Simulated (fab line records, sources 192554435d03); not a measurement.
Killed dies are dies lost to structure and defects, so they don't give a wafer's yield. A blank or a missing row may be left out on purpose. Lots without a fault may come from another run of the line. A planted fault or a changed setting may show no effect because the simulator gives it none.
Which tool did it? | flow n5_finfet | 10 lots, 30 wafers sampled, at 5 steps of a route of 1938

WHAT THE GAUGES READ, wafer by wafer
N5_BEOL_M0_SAQP_CD_MEAS_14: target cd 42.5 nm. Usual: cd_nm 42.5 nm, standard deviation 0.36.
lot  | measured     | on        | cd_nm (nm)     | flag
L185 | day 6 07:05  | cd_sem-02 | 43.0 42.7 42.6 |
L188 | day 7 00:49  | cd_sem-02 | 42.3 41.9 42.1 |
L190 | day 7 11:20  | cd_sem-03 | 43.1 42.7 42.6 |
L196 | day 8 23:33  | cd_sem-01 | 42.5 42.7 42.5 |
L197 | day 9 04:23  | cd_sem-01 | 42.8 42.4 42.8 |
L198 | day 9 09:57  | cd_sem-02 | 42.3 42.4 42.8 |
L200 | day 9 21:41  | cd_sem-02 | 42.5 42.7 42.9 |
L202 | day 10 05:52 | cd_sem-03 | 42.4 42.7 42.6 |
L203 | day 10 15:31 | cd_sem-02 | 43.1 42.7 42.4 |
L205 | day 11 03:02 | cd_sem-03 | 42.7 42.1 42.4 |

N5_BEOL_M4_RC_MEAS_101. Usual: DIBL_N 36.5 mV/V, standard deviation 1.7; DIBL_P 36.3 mV/V, standard deviation 2.1; IOFF_N 0.16 nA/um, standard deviation 0.036; IOFF_P 0.21 nA/um, standard deviation 0.037; ION_N 676 uA/um, standard deviation 12; ION_P 462 uA/um, standard deviation 7.6; SS_N 71.5 mV/dec, standard deviation 0.68; SS_P 73.3 mV/dec, standard deviation 0.63; VT_N 249 mV, standard deviation 3.5; VT_P -250 mV, standard deviation 3.5.
lot  | measured     | on        | DIBL_N (mV/V)  | DIBL_P (mV/V)  | IOFF_N (nA/um) | IOFF_P (nA/um) | ION_N (uA/um) | ION_P (uA/um) | SS_N (mV/dec)  | SS_P (mV/dec)  | VT_N (mV)   | VT_P (mV)      | flag
L185 | day 8 21:51  | prober-02 | 38.8 37.0 37.7 | 38.2 35.9 37.0 | 0.23 0.18 0.20 | 0.28 0.24 0.26 | 697 688 693   | 472 469 472   | 71.3 71.5 71.6 | 74.5 73.4 74.2 | 248 247 247 | -245 -248 -246 |
L188 | day 9 14:08  | prober-02 | 37.0 35.8 35.7 | 35.0 32.9 33.9 | 0.14 0.12 0.13 | 0.20 0.17 0.19 | 672 664 659   | 461 459 460   | 71.3 71.0 70.6 | 72.7 72.8 72.7 | 253 257 252 | -249 -251 -251 |
L190 | day 10 12:07 | prober-01 | 32.2 34.2 36.4 | 31.4 33.7 36.5 | 0.11 0.13 0.17 | 0.16 0.19 0.23 | 670 657 683   | 459 451 465   | 69.9 69.8 71.2 | 72.1 73.2 74.2 | 254 250 249 | -251 -253 -249 |
L196 | day 11 11:36 | prober-02 | 38.1 35.3 36.1 | 39.7 36.3 37.3 | 0.23 0.17 0.19 | 0.26 0.21 0.22 | 695 685 688   | 469 467 466   | 73.0 71.8 71.5 | 73.4 73.4 73.4 | 244 250 248 | -248 -250 -252 |
L197 | day 12 00:33 | prober-02 | 36.0 34.1 35.2 | 36.6 34.7 36.3 | 0.15 0.13 0.15 | 0.21 0.19 0.21 | 667 677 675   | 456 466 466   | 72.2 71.1 71.9 | 73.3 73.0 73.5 | 252 251 251 | -250 -250 -250 |
L198 | day 11 19:54 | prober-01 | 36.5 33.6 35.1 | 37.1 34.0 36.0 | 0.16 0.13 0.14 | 0.22 0.18 0.21 | 674 667 667   | 461 460 461   | 71.1 70.8 71.1 | 73.9 73.0 73.9 | 252 252 253 | -251 -254 -249 |
L200 | day 12 18:10 | prober-02 | 38.1 37.3 36.4 | 39.1 38.4 37.8 | 0.23 0.21 0.19 | 0.26 0.26 0.24 | 689 701 693   | 467 477 473   | 72.1 71.9 71.6 | 73.5 73.4 74.1 | 245 243 247 | -246 -247 -248 |
L202 | day 13 01:03 | prober-02 | 37.4 36.9 37.0 | 38.3 37.2 37.3 | 0.16 0.16 0.16 | 0.22 0.21 0.21 | 676 682 667   | 461 461 463   | 71.4 70.6 71.3 | 74.0 73.2 72.6 | 251 250 250 | -249 -251 -248 |
L203 | day 13 05:24 | prober-01 | 35.0 35.4 38.7 | 34.1 34.3 38.4 | 0.12 0.12 0.18 | 0.17 0.17 0.23 | 665 669 678   | 457 455 464   | 71.3 71.1 72.1 | 72.2 72.6 74.3 | 252 252 247 | -251 -255 -248 |
L205 | day 13 22:10 | prober-01 | 39.0 36.7 35.6 | 37.7 36.5 34.4 | 0.19 0.16 0.13 | 0.24 0.24 0.19 | 679 689 679   | 463 480 464   | 73.4 70.5 71.2 | 74.3 73.0 72.9 | 246 248 250 | -247 -246 -252 |

WHICH TOOL RAN EACH LOT (tool, then ch and the chambers of the sampled wafers, then the start)
lot  | N5_BEOL_M0_SAQP_RECESS_104         | N5_BEOL_M0_SAQP_SPACER2_ALD_26    | N5_BEOL_M0_SAQP_COAT_69
L185 | vapor_etch-02 ch 0,1, day 6 09:15  | ald_sin-03 ch 0,1,3, day 6 10:17  | litho_track-04 ch 0, day 6 11:04
L188 | vapor_etch-01 ch 1, day 7 03:28    | ald_sin-02 ch 0,1,2, day 7 04:19  | litho_track-02 ch 0, day 7 05:06
L190 | vapor_etch-01 ch 0,1, day 7 13:31  | ald_sin-03 ch 1,2,3, day 7 14:37  | litho_track-04 ch 0, day 7 15:25
L196 | vapor_etch-01 ch 0,1, day 9 01:33  | ald_sin-03 ch 1,2, day 9 02:18    | litho_track-02 ch 0, day 9 03:05
L197 | vapor_etch-02 ch 0,1, day 9 06:23  | ald_sin-02 ch 1,2, day 9 07:44    | litho_track-04 ch 0, day 9 08:31
L198 | vapor_etch-01 ch 0,1, day 9 11:59  | ald_sin-01 ch 0,2, day 9 12:37    | litho_track-04 ch 0, day 9 13:26
L200 | vapor_etch-02 ch 0,1, day 9 23:39  | ald_sin-02 ch 1,2,3, day 10 00:44 | litho_track-04 ch 0, day 10 01:31
L202 | vapor_etch-01 ch 0,1, day 10 07:59 | ald_sin-01 ch 0,2,3, day 10 08:45 | litho_track-02 ch 0, day 10 09:32
L203 | vapor_etch-02 ch 0,1, day 10 17:35 | ald_sin-01 ch 1,2,3, day 10 18:20 | litho_track-03 ch 0, day 10 19:09
L205 | vapor_etch-01 ch 1, day 11 07:22   | ald_sin-03 ch 0,3, day 11 08:17   | litho_track-03 ch 0, day 11 09:04
- N5_BEOL_M0_SAQP_RECESS_104: chemistry HF/NH3, target SiO2, target depth 18 nm, afs cycles 3, sublimation time 60 s.
- N5_BEOL_M0_SAQP_SPACER2_ALD_26: deposits SiO2, target thk 15 nm, pulse time 1 s, purge time 2 s.
- N5_BEOL_M0_SAQP_COAT_69: time 60 s, resist thk 90 nm.

WHAT THE TOOLS THEMSELVES READ (means of the sampled wafers that have a number; where no wafer has one, the mark that the record gives instead)
N5_BEOL_M0_SAQP_RECESS_104. Usual: drypump_motor_current_A 5.41 A, standard deviation 0.19; foreline_p_Torr 0.1280 Torr, standard deviation 0.00051.
lot  | tool          | drypump_motor_current_A (A) | foreline_p_Torr (Torr) | flag
L185 | vapor_etch-02 | 5.45                        | 0.1280                 |
L188 | vapor_etch-01 | 5.70                        | 0.1282                 |
L190 | vapor_etch-01 | 5.53                        | 0.1282                 |
L196 | vapor_etch-01 | 5.35                        | 0.1275                 |
L197 | vapor_etch-02 | 5.44                        | 0.1283                 |
L198 | vapor_etch-01 | 5.54                        | 0.1282                 |
L200 | vapor_etch-02 | 5.39                        | 0.1278                 |
L202 | vapor_etch-01 | 5.53                        | 0.1276                 |
L203 | vapor_etch-02 | 5.35                        | 0.1283                 |
L205 | vapor_etch-01 | 5.71                        | 0.1282                 |

N5_BEOL_M0_SAQP_SPACER2_ALD_26. Usual: heater_power_w 477 W, standard deviation 61; precursor_pulse_height_rel 0.999, standard deviation 0.018.
lot  | tool       | heater_power_w (W) | precursor_pulse_height_rel | flag
L185 | ald_sin-03 | 454                | 1.006                      |
L188 | ald_sin-02 | 519                | 1.013                      |
L190 | ald_sin-03 | 395                | 1.002                      |
L196 | ald_sin-03 | 372                | 0.999                      |
L197 | ald_sin-02 | 485                | 0.988                      |
L198 | ald_sin-01 | 443                | 0.997                      |
L200 | ald_sin-02 | 486                | 1.016                      |
L202 | ald_sin-01 | 458                | 1.002                      |
L203 | ald_sin-01 | 481                | 0.991                      |
L205 | ald_sin-03 | 502                | 0.997                      |

N5_BEOL_M0_SAQP_COAT_69. Usual: spin_speed_rpm 1500.0 rpm, standard deviation 1.
lot  | tool           | spin_speed_rpm (rpm) | flag
L185 | litho_track-04 | 1499.6               |
L188 | litho_track-02 | 1501.1               |
L190 | litho_track-04 | 1499.9               |
L196 | litho_track-02 | 1500.6               |
L197 | litho_track-04 | 1563.1               | OFF
L198 | litho_track-04 | 1564.0               | OFF
L200 | litho_track-04 | 1562.3               | OFF
L202 | litho_track-02 | 1499.2               |
L203 | litho_track-03 | 1499.7               |
L205 | litho_track-03 | 1500.2               |

THE ANSWER, worked out from the rows above alone
Rule: a lot is off if the mean of its wafers that have a number lies more than 3 standard deviations from the usual mean. A lot without any number at a reading at which 4 lots or more have one is off too. The other lots that the step has rows for count as sound. The gauges are gone through in route order, then the tools' own readings, and for those a lot's mean is taken as printed above. The first step at which some lot is off is used, and at that step the reading that is off furthest; a lot without a number counts as furthest.
Off: L197, L198, L200, at N5_BEOL_M0_SAQP_COAT_69 (spin_speed_rpm).
A tool fits if, at that step or a process step before it, it ran every lot that is off, and no sound lot after the first of them. One fits: litho_track-04 at N5_BEOL_M0_SAQP_COAT_69. Its last sound lot is L190 (day 7 15:25), its first lot that is off L197 (day 9 08:31): a fault that began between those two fits.
The tool's own readings at N5_BEOL_M0_SAQP_COAT_69 bear it out: on the lots that are off they differ by more than 5 times the standard deviation of the sound lots' means. spin_speed_rpm reads 1563.1 rpm there against 1500.0 rpm on the sound lots.

WHAT THE SIMULATOR HAD PUT IN
Process parameter drift: litho_track-04, from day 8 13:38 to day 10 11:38, at N5_BEOL_M0_SAQP_COAT_69. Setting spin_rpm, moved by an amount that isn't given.
Lots struck among those shown: L197, L198, L200. The rule above found the same.
